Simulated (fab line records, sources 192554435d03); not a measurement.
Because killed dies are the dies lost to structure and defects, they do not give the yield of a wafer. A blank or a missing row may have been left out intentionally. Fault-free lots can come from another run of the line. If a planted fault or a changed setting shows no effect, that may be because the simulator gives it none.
Which tool was responsible? :: flow n5_finfet :: 33 wafers from 11 lots sampled at 5 of the route's 1938 steps

## WHAT THE GAUGES READ, wafer by wafer
N5_BEOL_M5_THK_MEAS_53: measures by xrf.
lot: L833
measured: day 9 04:46
on: film_metro-02
M5_THK (nm): 58.3 58.3 58.9

lot: L835
measured: day 10 01:04
on: film_metro-01
M5_THK (nm): 63.3 60.3 59.7

lot: L836
measured: day 10 05:52
on: film_metro-01
M5_THK (nm): 61.0 59.5 61.1

lot: L837
measured: day 10 09:37
on: film_metro-02
M5_THK (nm): 61.8 59.1 60.6

lot: L842
measured: day 11 21:07
on: film_metro-02
M5_THK (nm): 62.8 60.9 64.0

lot: L844
measured: day 12 22:29
on: film_metro-02
M5_THK (nm): 62.7 62.4 62.3

lot: L845
measured: day 13 05:02
on: film_metro-01
M5_THK (nm): 60.8 64.0 61.2

lot: L849
measured: day 14 03:22
on: film_metro-01
M5_THK (nm): 63.1 64.2 63.4

lot: L853
measured: day 15 06:17
on: film_metro-01
M5_THK (nm): 60.7 59.4 59.4

lot: L855
measured: day 15 15:26
on: film_metro-01
M5_THK (nm): 63.2 62.7 61.6

lot: L856
measured: day 15 16:40
on: film_metro-02
M5_THK (nm): 60.5 59.3 60.0

N5_BEOL_M6_THK_MEAS_01.
lot: L833
measured: day 9 05:40
on: film_metro-02
M6_ILD_THK (nm): 159.9 156.9 157.7

lot: L835
measured: day 10 03:58
on: film_metro-01
M6_ILD_THK (nm): 154.0 156.6 155.4

lot: L836
measured: day 10 06:47
on: film_metro-01
M6_ILD_THK (nm): 154.2 154.6 151.5

lot: L837
measured: day 10 10:33
on: film_metro-02
M6_ILD_THK (nm): 155.2 157.9 157.0

lot: L842
measured: day 11 22:02
on: film_metro-02
M6_ILD_THK (nm): 144.0 146.4 146.6

lot: L844
measured: day 12 23:23
on: film_metro-01
M6_ILD_THK (nm): 145.0 146.8 148.1

lot: L845
measured: day 13 05:56
on: film_metro-02
M6_ILD_THK (nm): 154.8 157.6 155.5

lot: L849
measured: day 14 04:17
on: film_metro-01
M6_ILD_THK (nm): 152.6 153.7 155.1

lot: L853
measured: day 15 07:45
on: film_metro-01
M6_ILD_THK (nm): 152.9 154.7 156.9

lot: L855
measured: day 15 16:22
on: film_metro-02
M6_ILD_THK (nm): 155.8 156.4 154.9

lot: L856
measured: day 15 17:35
on: film_metro-02
M6_ILD_THK (nm): 156.0 157.3 154.5

## WHICH TOOL RAN EACH LOT (tool, then ch and the chambers of the sampled wafers, then the start)
lot: L833
N5_BEOL_M5_SPUTTER_88: pvd_sputter-02, day 9 02:52
N5_BEOL_M5_ANNEAL_51: rtp_anneal-02 ch 0, day 9 04:18
N5_BEOL_M6_ILD_DEP_00: pecvd-04 ch 0,1,2, day 9 05:06

lot: L835
N5_BEOL_M5_SPUTTER_88: pvd_sputter-02, day 9 23:08
N5_BEOL_M5_ANNEAL_51: rtp_anneal-01 ch 0, day 10 00:29
N5_BEOL_M6_ILD_DEP_00: pecvd-03 ch 0,1, day 10 03:14

lot: L836
N5_BEOL_M5_SPUTTER_88: pvd_sputter-01, day 10 03:46
N5_BEOL_M5_ANNEAL_51: rtp_anneal-01 ch 0, day 10 05:17
N5_BEOL_M6_ILD_DEP_00: pecvd-01 ch 0,1,2, day 10 06:11

lot: L837
N5_BEOL_M5_SPUTTER_88: pvd_sputter-03, day 10 07:23
N5_BEOL_M5_ANNEAL_51: rtp_anneal-01 ch 0, day 10 09:04
N5_BEOL_M6_ILD_DEP_00: pecvd-01 ch 1,2, day 10 09:58

lot: L842
N5_BEOL_M5_SPUTTER_88: pvd_sputter-02, day 11 19:04
N5_BEOL_M5_ANNEAL_51: rtp_anneal-02 ch 0, day 11 20:31
N5_BEOL_M6_ILD_DEP_00: pecvd-01 ch 0, day 11 21:26

lot: L844
N5_BEOL_M5_SPUTTER_88: pvd_sputter-03, day 12 20:36
N5_BEOL_M5_ANNEAL_51: rtp_anneal-01 ch 0, day 12 22:02
N5_BEOL_M6_ILD_DEP_00: pecvd-01 ch 0,1,2, day 12 22:50

lot: L845
N5_BEOL_M5_SPUTTER_88: pvd_sputter-01, day 13 03:05
N5_BEOL_M5_ANNEAL_51: rtp_anneal-02 ch 0, day 13 04:26
N5_BEOL_M6_ILD_DEP_00: pecvd-04 ch 0,2, day 13 05:22

lot: L849
N5_BEOL_M5_SPUTTER_88: pvd_sputter-01, day 14 01:25
N5_BEOL_M5_ANNEAL_51: rtp_anneal-02 ch 0, day 14 02:50
N5_BEOL_M6_ILD_DEP_00: pecvd-04 ch 0,1, day 14 03:42

lot: L853
N5_BEOL_M5_SPUTTER_88: pvd_sputter-03, day 15 04:13
N5_BEOL_M5_ANNEAL_51: rtp_anneal-01 ch 0, day 15 05:44
N5_BEOL_M6_ILD_DEP_00: pecvd-04 ch 1,2, day 15 07:09

lot: L855
N5_BEOL_M5_SPUTTER_88: pvd_sputter-03, day 15 13:34
N5_BEOL_M5_ANNEAL_51: rtp_anneal-01 ch 0, day 15 14:56
N5_BEOL_M6_ILD_DEP_00: pecvd-03 ch 1,2, day 15 15:47

lot: L856
N5_BEOL_M5_SPUTTER_88: pvd_sputter-01, day 15 14:41
N5_BEOL_M5_ANNEAL_51: rtp_anneal-01 ch 0, day 15 16:10
N5_BEOL_M6_ILD_DEP_00: pecvd-03 ch 1,2, day 15 17:01
- N5_BEOL_M5_SPUTTER_88: material Cu, target thk 15 nm, time 27.62 s.
- N5_BEOL_M5_ANNEAL_51: time 90 s.
- N5_BEOL_M6_ILD_DEP_00: deposits SiCOH lowk from DEMS/porogen, target thk 179.75 nm, time 33.4 s.

## WHAT THE TOOLS THEMSELVES READ (means of the sampled wafers that have a number; where no wafer has one, the mark that the record gives instead)
N5_BEOL_M5_SPUTTER_88.
lot: L833
tool: pvd_sputter-02
throttle_valve_pct (%): 30.0

lot: L835
tool: pvd_sputter-02
throttle_valve_pct (%): 29.1

lot: L836
tool: pvd_sputter-01
throttle_valve_pct (%): 31.1

lot: L837
tool: pvd_sputter-03
throttle_valve_pct (%): 31.2

lot: L842
tool: pvd_sputter-02
throttle_valve_pct (%): 29.4

lot: L844
tool: pvd_sputter-03
throttle_valve_pct (%): 30.8

lot: L845
tool: pvd_sputter-01
throttle_valve_pct (%): 30.5

lot: L849
tool: pvd_sputter-01
throttle_valve_pct (%): 31.6

lot: L853
tool: pvd_sputter-03
throttle_valve_pct (%): 32.1

lot: L855
tool: pvd_sputter-03
throttle_valve_pct (%): 31.3

lot: L856
tool: pvd_sputter-01
throttle_valve_pct (%): 32.1

N5_BEOL_M5_ANNEAL_51.
lot: L833
tool: rtp_anneal-02
wafer_temp_C_max: 226.03

lot: L835
tool: rtp_anneal-01
wafer_temp_C_max: 226.26

lot: L836
tool: rtp_anneal-01
wafer_temp_C_max: 226.02

lot: L837
tool: rtp_anneal-01
wafer_temp_C_max: 226.17

lot: L842
tool: rtp_anneal-02
wafer_temp_C_max: 226.08

lot: L844
tool: rtp_anneal-01
wafer_temp_C_max: 226.14

lot: L845
tool: rtp_anneal-02
wafer_temp_C_max: 226.04

lot: L849
tool: rtp_anneal-02
wafer_temp_C_max: 225.73

lot: L853
tool: rtp_anneal-01
wafer_temp_C_max: 226.09

lot: L855
tool: rtp_anneal-01
wafer_temp_C_max: 226.26

lot: L856
tool: rtp_anneal-01
wafer_temp_C_max: 226.25

N5_BEOL_M6_ILD_DEP_00.
lot: L833
tool: pecvd-04
heater_power_w (W): 295
showerhead_plenum_p_Torr (Torr): 5.741
susceptor_temp_C (C): 299.83
throttle_valve_pct (%): 13.3

lot: L835
tool: pecvd-03
heater_power_w (W): 241
showerhead_plenum_p_Torr (Torr): 5.732
susceptor_temp_C (C): 300.12
throttle_valve_pct (%): 13.3

lot: L836
tool: pecvd-01
heater_power_w (W): 299
showerhead_plenum_p_Torr (Torr): 5.741
susceptor_temp_C (C): 300.16
throttle_valve_pct (%): 13.3

lot: L837
tool: pecvd-01
heater_power_w (W): 294
showerhead_plenum_p_Torr (Torr): 5.725
susceptor_temp_C (C): 299.85
throttle_valve_pct (%): 13.6

lot: L842
tool: pecvd-01
heater_power_w (W): 458
showerhead_plenum_p_Torr (Torr): 5.744
susceptor_temp_C (C): 310.86
throttle_valve_pct (%): 13.7

lot: L844
tool: pecvd-01
heater_power_w (W): 359
showerhead_plenum_p_Torr (Torr): 5.747
susceptor_temp_C (C): 310.72
throttle_valve_pct (%): 13.4

lot: L845
tool: pecvd-04
heater_power_w (W): 334
showerhead_plenum_p_Torr (Torr): 5.729
susceptor_temp_C (C): 299.99
throttle_valve_pct (%): 13.1

lot: L849
tool: pecvd-04
heater_power_w (W): 292
showerhead_plenum_p_Torr (Torr): 5.741
susceptor_temp_C (C): 299.83
throttle_valve_pct (%): 13.8

lot: L853
tool: pecvd-04
heater_power_w (W): 325
showerhead_plenum_p_Torr (Torr): 5.740
susceptor_temp_C (C): 300.02
throttle_valve_pct (%): 13.6

lot: L855
tool: pecvd-03
heater_power_w (W): 285
showerhead_plenum_p_Torr (Torr): 5.724
susceptor_temp_C (C): 299.88
throttle_valve_pct (%): 13.2

lot: L856
tool: pecvd-03
heater_power_w (W): 302
showerhead_plenum_p_Torr (Torr): 5.715
susceptor_temp_C (C): 300.12
throttle_valve_pct (%): 12.7

## THE ANSWER, worked out from the rows above alone
Rule: what is usual is taken from the lots themselves. Put in order of their means at a reading, lots are off if they are a third of the lots or fewer, leave a main group of 4 or more, and stand apart from it by a gap of 3 or more times the standard deviation of the main group's means; of several such gaps the widest counts. The tables above print the reading to a certain number of digits; a main group whose means all agree to those digits is not used. A lot without any number at a reading at which 4 lots or more have one is off too. The other lots that the step has rows for count as sound. Order of review: gauges by route order, followed by the tools' own readings, for which a lot's mean as printed above is used. At the first step where some lot is off, the reading lying furthest off is the one used; lots without a number count as furthest.
Off: L842, L844, seen at N5_BEOL_M6_THK_MEAS_01 (M6_ILD_THK). Main group: mean 155.5 nm, sd 1.4.
A tool fits if, at a process step before that reading, it ran every lot that is off, and no sound lot after the first of them. The gauges at N5_BEOL_M6_THK_MEAS_01 aren't tried: what is off there is off at N5_BEOL_M6_ILD_DEP_00 too, on other tools, and a gauge's error can't cause that. One fits: N5_BEOL_M6_ILD_DEP_00 on pecvd-01. Its last sound lot is L837 (day 10 09:58), its first lot that is off L842 (day 11 21:26): a fault that began between those two fits.
On the lots that are off, the tool's own readings at N5_BEOL_M6_ILD_DEP_00 differ by more than 5 times the standard deviation of the sound lots' means, which bears it out; susceptor_temp_C reads 310.79 C there versus 299.98 C on the sound lots.

## WHAT HAD BEEN PUT IN BY THE SIMULATOR
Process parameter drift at N5_BEOL_M6_ILD_DEP_00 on pecvd-01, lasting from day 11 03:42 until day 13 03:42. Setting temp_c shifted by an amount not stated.
Shown lots that were struck: L842, L844. The same result came from the rule above.
